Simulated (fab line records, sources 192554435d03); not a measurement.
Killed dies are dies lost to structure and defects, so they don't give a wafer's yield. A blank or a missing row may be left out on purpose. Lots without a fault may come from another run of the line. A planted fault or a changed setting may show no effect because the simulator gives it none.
Problem report in the 8D (eight disciplines) form, filled by code | flow n5_finfet | the parts of the form that need people (team, actions taken, sign-off) are left out

1. THE PROBLEM
barrier_field_endpoint_s at N5_BEOL_M2_CMP_52 reads a mean of 29.6 s on 3 wafers of 3 lots; wafers without a fault read 24.8 s with a standard deviation of 0.64. That is +7.4 standard deviations from the usual mean.
The step: polishes, stops on SiOC, t overpolish 6.8 s, target thk 40 nm.
First seen on wafer L522.2, day 10 16:59, on cmp-03. The record holds 28 wafers of 11 lots with a number at this step. Rule for "out", or "out of limits": more than 4 standard deviations from the usual mean. The other wafers with a number count as sound.

2. WHAT IT IS AND WHAT IT IS NOT
question                    | is                       | is not
which readings at this step | barrier_field_endpoint_s | head_pressure_psi, motor_current_A
which lots                  | L522, L523, L524         | L511, L512, L514, L517, L519, L527, L528, L529
which wafers of those lots  | L522.2, L523.5, L524.5   | L522.1, L523.6, L524.1
read on which tools         | cmp-02, cmp-03           | cmp-04
when                        | from day 10 16:59        | up to then (14 sound wafers); but 11 sound wafers of L523, L524, L527, L528, L529 came after

3. SUSPECTS, AND WHAT RULES EACH OUT
Counting: a tool at a process step up to the reading stays a suspect if it ran every lot that is out. Sound lots after the first of them don't rule it out here, since some wafers of a struck lot are sound.
- pecvd-02 at N5_BEOL_M2_PECVD_72 (deposits SiO2 from TEOS/O2, target thk 16 nm, time 18 s): kept. It ran every lot that is out, first L522 (day 10 03:03); its last sound lot up to then is L517 (day 8 22:02).
Left after counting: pecvd-02 at N5_BEOL_M2_PECVD_72.

4. THE CAUSE (what the simulator had put in)
Process parameter drift: pecvd-02, from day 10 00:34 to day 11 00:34, at N5_BEOL_M2_PECVD_72. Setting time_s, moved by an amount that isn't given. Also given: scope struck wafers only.
Counting left only this tool.

5. THE CHAIN OF EFFECTS, in route order
Each row: a reading whose mean over the struck wafers that have a number lies more than 3 standard deviations from the usual. Only readings for which the record gives a usual standard deviation are gone through. hours: the time from each lot's start at the first step in this table that gives one to its start at this step, as a median over the lots. sigmas: the change in usual standard deviations.
hours | step              | reading                  | usual  | on struck wafers | change | sigmas
0     | N5_BEOL_M2_CMP_52 | barrier_field_endpoint_s | 24.8 s | 29.6             | +4.8   | +7.4
The process steps in it:
- N5_BEOL_M2_CMP_52: polishes, stops on SiOC, t overpolish 6.8 s, target thk 40 nm.
Later measuring or inspecting steps at which every struck wafer that the step has a row for has a number for every such reading, and none has moved that far: N5_BEOL_M2_THK_MEAS_53, N5_BEOL_M2_RS_MEAS_58, N5_BEOL_M4_RC_MEAS_101.

6. WHAT WOULD HAVE CAUGHT IT SOONER
In this record the first reading out of limits was taken at day 10 16:59, 16 hours after the fault began at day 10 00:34.
Of the tool readings at N5_BEOL_M2_PECVD_72 for which the record gives a usual standard deviation, none was out on any struck wafer, so an alarm limit of 4 standard deviations on them would not have fired.
All the lots that are out (3) had begun N5_BEOL_M2_PECVD_72 on pecvd-02 by day 10 16:59. A hold on the tool at that time would have spared none of them.
